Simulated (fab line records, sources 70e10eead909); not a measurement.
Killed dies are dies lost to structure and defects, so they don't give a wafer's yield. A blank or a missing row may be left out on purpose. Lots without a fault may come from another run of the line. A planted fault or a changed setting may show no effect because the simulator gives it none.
Chamber matching | flow nand_harc | NHARC_P_GATE_DEP_103 on pecvd-03: 3 sister chambers
The step deposits SiON, target thk 30 nm. 3 wafers are shown with their chamber, then 6 later ones without.

WAFERS WITH THEIR CHAMBER
wafer  | chamber | susceptor_temp_C (C)
L622.4 | 2       | 400.24
L622.5 | 0       | 400.34
L632.6 | 1       | 400.10

WAFERS WITHOUT THEIR CHAMBER
wafer  | susceptor_temp_C (C)
L635.2 | 399.80
L635.4 | 400.13
L635.5 | 399.80
L637.1 | 400.07
L637.5 | 399.99
L637.6 | 400.11

WHICH CHAMBER EACH WENT THROUGH
wafer  | from the rows above          | in truth
L635.2 | can't be placed: 1 or 2 or 0 | 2
L635.4 | can't be placed: 1 or 2 or 0 | 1
L635.5 | can't be placed: 1 or 2 or 0 | 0
L637.1 | can't be placed: 1 or 2 or 0 | 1
L637.5 | can't be placed: 1 or 2 or 0 | 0
L637.6 | can't be placed: 1 or 2 or 0 | 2
Placed correctly: 0 of 6. Can't be placed from these rows: 6 (the true chamber is among the candidates in 6). Placed wrongly: 0.
How it was worked out, from the rows above alone: a wafer's distance from a chamber is the root of the sum, over the readings, of the square of ((its reading less the chamber's mean) divided by the reading's scatter). The wafer belongs to the nearest chamber; if the next one is less than 2 further off, it can't be placed. A chamber's mean is the mean of its shown wafers. The scatter: with one shown wafer a chamber, the root of the mean of the squares of how far each hidden wafer lies from its nearest shown one.
